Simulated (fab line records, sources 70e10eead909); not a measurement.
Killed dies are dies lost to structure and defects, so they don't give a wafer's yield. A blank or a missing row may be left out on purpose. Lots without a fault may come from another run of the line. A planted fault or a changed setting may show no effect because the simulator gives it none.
Which tool did it? | flow nand_harc | 14 lots, 42 wafers sampled, at 7 steps of a route of 1159

WHAT THE GAUGES READ, wafer by wafer
NHARC_P_ZERO_WELL_CD_MEAS_11: target cd 500 nm.
lot  | measured    | on        | cd_nm (nm)
L371 | day 1 13:07 | cd_sem-03 | 500.1 500.2 501.6
L372 | day 1 19:07 | cd_sem-03 | 501.1 499.5 501.2
L375 | day 2 13:16 | cd_sem-01 | 501.3 502.7 500.4
L376 | day 2 19:07 | cd_sem-01 | 501.4 501.8 501.2
L377 | day 3 01:14 | cd_sem-01 | 498.3 499.9 499.3
L378 | day 3 07:14 | cd_sem-03 | 500.1 498.6 499.1
L380 | day 3 19:24 | cd_sem-03 | 500.3 497.9 499.8
L381 | day 4 01:14 | cd_sem-02 | 502.0 500.8 499.4
L382 | day 4 07:14 | cd_sem-03 | 501.2 501.4 500.1
L385 | day 5 01:16 | cd_sem-03 | 502.3 502.7 502.9
L387 | day 5 13:14 | cd_sem-01 | 499.4 499.7 499.9
L390 | day 6 07:14 | cd_sem-02 | 501.1 500.8 502.3
L391 | day 6 13:25 | cd_sem-03 | 496.9 497.0 499.4
L394 | day 7 07:14 | cd_sem-03 | 498.8 498.8 500.8

NHARC_P_STI_INSPECT_11.
lot  | measured    | on                | raw_defect_count
L371 | day 2 16:07 | defect_inspect-01 | 5 6 4
L372 | day 2 15:58 | defect_inspect-01 | 6 8 4
L375 | day 3 12:38 | defect_inspect-01 | 10 6 12
L376 | day 3 18:17 | defect_inspect-02 | 10 4 3
L377 | day 4 00:26 | defect_inspect-02 | 5 6 8
L378 | day 4 07:41 | defect_inspect-01 | 4 1 5
L380 | day 4 22:09 | defect_inspect-02 | 5 5 8
L381 | day 4 22:19 | defect_inspect-01 | 7 9 9
L382 | day 5 07:28 | defect_inspect-01 | 3 9 5
L385 | day 5 23:14 | defect_inspect-01 | 9 4 12
L387 | day 6 10:50 | defect_inspect-02 | 6 6 4
L390 | day 7 05:08 | defect_inspect-02 | 5 5 5
L391 | day 7 12:25 | defect_inspect-01 | 4 6 4
L394 | day 8 05:20 | defect_inspect-02 | 5 6 11

NHARC_P_GATE_CD_MEAS_11: target cd 1640 nm.
lot  | measured    | on        | cd_nm (nm)
L371 | day 4 10:12 | cd_sem-02 | 1638.4 1639.0 1638.0
L372 | day 4 10:02 | cd_sem-02 | 1640.2 1640.7 1641.7
L375 | day 5 01:57 | cd_sem-03 | 1641.2 1640.9 1641.3
L376 | day 5 02:07 | cd_sem-02 | 1642.4 1640.2 1638.3
L377 | day 5 14:00 | cd_sem-01 | 1640.8 1643.4 1643.3
L378 | day 5 19:46 | cd_sem-01 | 1640.2 1638.1 1638.8
L380 | day 6 09:44 | cd_sem-01 | 1640.0 1642.1 1641.2
L381 | day 6 09:54 | cd_sem-03 | 1637.8 1638.2 1637.7
L382 | day 7 07:13 | cd_sem-01 | 1641.1 1642.8 1642.2
L385 | day 7 10:31 | cd_sem-01 | 1636.8 1639.3 1640.1
L387 | day 8 01:22 | cd_sem-03 | - - -
L390 | day 8 15:58 | cd_sem-03 | - - -
L391 | day 9 03:44 | cd_sem-01 | 1638.6 1640.0 1639.1
L394 | day 9 17:01 | cd_sem-02 | 1639.2 1639.4 1640.1

NHARC_P_GATE_INSPECT_28.
lot  | measured     | on                | raw_defect_count
L371 | day 5 01:37  | defect_inspect-01 | 8 9 7
L372 | day 5 01:26  | defect_inspect-02 | 8 10 4
L375 | day 5 15:54  | defect_inspect-02 | 6 4 5
L376 | day 5 16:25  | defect_inspect-02 | 5 8 3
L377 | day 6 07:16  | defect_inspect-02 | 0 11 5
L378 | day 6 11:00  | defect_inspect-02 | 6 6 4
L380 | day 7 00:24  | defect_inspect-01 | 6 12 3
L381 | day 7 00:05  | defect_inspect-02 | 7 12 11
L382 | day 7 23:26  | defect_inspect-01 | 3 4 8
L385 | day 7 23:10  | defect_inspect-02 | 11 11 2
L387 | day 8 20:40  | defect_inspect-02 | 1132 1075 1099
L390 | day 9 07:17  | defect_inspect-01 | 1052 1070 1080
L391 | day 9 17:38  | defect_inspect-02 | 3 1 8
L394 | day 10 06:42 | defect_inspect-02 | 6 12 5

NHARC_P_GATE_INSPECT_68.
lot  | measured     | on                | raw_defect_count
L371 | day 5 21:35  | defect_inspect-01 | 141 103 106
L372 | day 5 21:04  | defect_inspect-02 | 660 209 459
L375 | day 6 10:40  | defect_inspect-02 | 141 89 201
L376 | day 6 11:14  | defect_inspect-02 | 231 276 218
L377 | day 7 01:56  | defect_inspect-01 | 189 258 185
L378 | day 7 05:40  | defect_inspect-02 | 203 167 218
L380 | day 7 20:14  | defect_inspect-01 | 192 240 196
L381 | day 7 20:59  | defect_inspect-01 | 148 126 253
L382 | day 8 18:07  | defect_inspect-01 | 195 262 377
L385 | day 8 17:50  | defect_inspect-01 | 188 99 136
L387 | day 9 15:01  | defect_inspect-02 | 1503 1374 1391
L390 | day 10 01:37 | defect_inspect-01 | 1299 1212 1363
L391 | day 10 12:13 | defect_inspect-02 | 153 219 115
L394 | day 11 01:35 | defect_inspect-01 | 116 187 167

WHICH TOOL RAN EACH LOT (tool, then ch and the chambers of the sampled wafers, then the start)
lot  | NHARC_P_ZERO_WELL_ETCH_63       | NHARC_P_GATE_EXPOSE_08
L371 | rie_si-01 ch 0,2,3, day 1 13:32 | krf_scanner-03 ch 0, day 4 10:03
L372 | rie_si-01 ch 0,3, day 1 19:32   | krf_scanner-02 ch 0, day 4 09:53
L375 | rie_si-01 ch 0,1,2, day 2 13:42 | krf_scanner-02 ch 0, day 5 01:48
L376 | rie_si-03 ch 0,1,3, day 2 19:32 | krf_scanner-04 ch 0, day 5 01:57
L377 | rie_si-04 ch 1,2, day 3 01:40   | krf_scanner-02 ch 0, day 5 13:50
L378 | rie_si-03 ch 2,3, day 3 07:40   | krf_scanner-02 ch 0, day 5 19:36
L380 | rie_si-03 ch 0,3, day 3 19:49   | krf_scanner-03 ch 0, day 6 09:35
L381 | rie_si-04 ch 0,2,3, day 4 01:39 | krf_scanner-02 ch 0, day 6 09:45
L382 | rie_si-01 ch 0,2, day 4 07:38   | krf_scanner-04 ch 0, day 7 07:04
L385 | rie_si-04 ch 1,2,3, day 5 01:41 | krf_scanner-04 ch 0, day 7 10:21
L387 | rie_si-04 ch 0,2,3, day 5 13:41 | krf_scanner-02, day 8 01:13
L390 | rie_si-03 ch 0,2,3, day 6 07:43 | krf_scanner-02, day 8 15:49
L391 | rie_si-04 ch 0,2,3, day 6 13:50 | krf_scanner-02 ch 0, day 9 03:34
L394 | rie_si-03 ch 0,1, day 7 07:40   | krf_scanner-03 ch 0, day 9 16:52
- NHARC_P_ZERO_WELL_ETCH_63: etches the open film in HBr/Cl2, target depth 120 nm, time 40.1 s.
- NHARC_P_GATE_EXPOSE_08: exposes mask P HV.

WHAT THE TOOLS THEMSELVES READ (means of the sampled wafers that have a number; where no wafer has one, the mark that the record gives instead)
NHARC_P_ZERO_WELL_ETCH_63.
lot  | tool      | drypump_motor_current_A (A) | oes_product_au (a.u.) | throttle_valve_pct (%)
L371 | rie_si-01 | 5.6                         | 1.007                 | 26.407
L372 | rie_si-01 | 5.5                         | 1.014                 | 26.405
L375 | rie_si-01 | 5.5                         | 1.003                 | 26.405
L376 | rie_si-03 | 5.7                         | 1.003                 | 26.408
L377 | rie_si-04 | 6.0                         | 1.006                 | 26.395
L378 | rie_si-03 | 5.9                         | 0.999                 | 26.409
L380 | rie_si-03 | 5.8                         | 1.001                 | 26.400
L381 | rie_si-04 | 6.0                         | 0.997                 | 26.410
L382 | rie_si-01 | 5.5                         | 0.998                 | 26.407
L385 | rie_si-04 | 6.0                         | 1.004                 | 26.397
L387 | rie_si-04 | 5.9                         | 0.998                 | 26.403
L390 | rie_si-03 | 5.9                         | 0.995                 | 26.403
L391 | rie_si-04 | 6.0                         | 0.993                 | 26.408
L394 | rie_si-03 | 5.6                         | 1.002                 | 26.396

NHARC_P_GATE_EXPOSE_08.
lot  | tool           | exposure_dose_mJ_cm2 | focus_offset_nm (nm) | stage_vel_mm_s (mm/s)
L371 | krf_scanner-03 | 16.757               | 0.0                  | 500.29
L372 | krf_scanner-02 | 16.738               | -0.6                 | 499.85
L375 | krf_scanner-02 | 16.750               | 0.5                  | 499.85
L376 | krf_scanner-04 | 16.742               | -0.5                 | 500.09
L377 | krf_scanner-02 | 16.740               | -0.7                 | 500.04
L378 | krf_scanner-02 | 16.749               | 0.4                  | 499.86
L380 | krf_scanner-03 | 16.770               | -0.6                 | 500.15
L381 | krf_scanner-02 | 16.753               | 0.1                  | 500.23
L382 | krf_scanner-04 | 16.741               | 0.4                  | 499.72
L385 | krf_scanner-04 | 16.748               | -1.0                 | 499.87
L387 | krf_scanner-02 | -                    | -                    | -
L390 | krf_scanner-02 | -                    | -                    | -
L391 | krf_scanner-02 | 16.753               | 0.3                  | 500.14
L394 | krf_scanner-03 | 16.754               | 0.1                  | 500.28

THE ANSWER, worked out from the rows above alone
Rule: what is usual is taken from the lots themselves. Put in order of their means at a reading, lots are off if they are a third of the lots or fewer, leave a main group of 4 or more, and stand apart from it by a gap of 3 or more times the standard deviation of the main group's means; of several such gaps the widest counts. A main group whose means are all the same, to the digits that the tables above print for the reading, isn't used. A lot without any number at a reading at which 4 lots or more have one is off too. The other lots that the step has rows for count as sound. The gauges are gone through in route order, then the tools' own readings, and for those a lot's mean is taken as printed above. The first step at which some lot is off is used, and at that step the reading that is off furthest; a lot without a number counts as furthest.
Off: L387, L390, at NHARC_P_GATE_CD_MEAS_11 (cd_nm). Without a number there: L387, L390. The main group: mean 1640.1 nm, standard deviation 1.4.
A tool fits if, at a process step before that reading, it ran every lot that is off, and no sound lot after the first of them. The gauges at NHARC_P_GATE_CD_MEAS_11 aren't tried: what is off there is off at NHARC_P_GATE_INSPECT_28 too, on other tools, and a gauge's error can't cause that. None of those tried fits.

WHAT THE SIMULATOR HAD PUT IN
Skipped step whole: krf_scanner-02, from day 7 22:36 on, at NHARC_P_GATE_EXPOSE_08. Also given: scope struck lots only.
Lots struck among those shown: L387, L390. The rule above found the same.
